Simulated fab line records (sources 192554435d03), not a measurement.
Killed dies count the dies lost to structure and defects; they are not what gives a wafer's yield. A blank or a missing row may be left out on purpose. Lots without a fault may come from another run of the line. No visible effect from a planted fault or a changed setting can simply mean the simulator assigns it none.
Matching of chambers -- flow n5 finfet -- N5_BEOL_M5_PRE_CLEAN_77 on cvd co-02: 3 sister chambers
The step time 15 s. 3 wafers are shown with their chamber, then 9 later ones without.

## WAFERS WITH THEIR CHAMBER
wafer,chamber,heater power w (W)
L090.3,0,61
L090.4,2,74
L090.6,1,80

## WAFERS MISSING THEIR CHAMBER
wafer,heater power w (W)
L089.1,61
L089.2,80
L089.4,59
L087.1,79
L087.2,59
L087.6,78
L096.1,58
L096.2,81
L096.5,79

## WHICH CHAMBER EACH WENT THROUGH
wafer,from the rows above,in truth
L089.1,0,0
L089.2,1,1
L089.4,0,0
L087.1,1,1
L087.2,0,0
L087.6,can't be placed: 1 or 2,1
L096.1,0,0
L096.2,1,1
L096.5,1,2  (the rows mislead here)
Correctly placed: 7 of 9. Unplaceable from these rows: 1, with the true chamber sitting among the candidates in 1. 1 placed wrongly.
How it was worked out, from the rows above alone: a wafer's distance from a chamber is the root of the sum, over the readings, of the square of ((its reading less the chamber's mean) divided by the reading's scatter). If the next closest chamber is less than 2 further off than the closest, the wafer can't be placed; otherwise it belongs to the closest. The mean given for a chamber averages the wafers shown for that chamber. The scatter: with one shown wafer a chamber, the root of the mean of the squares of how far each hidden wafer lies from its nearest shown one.
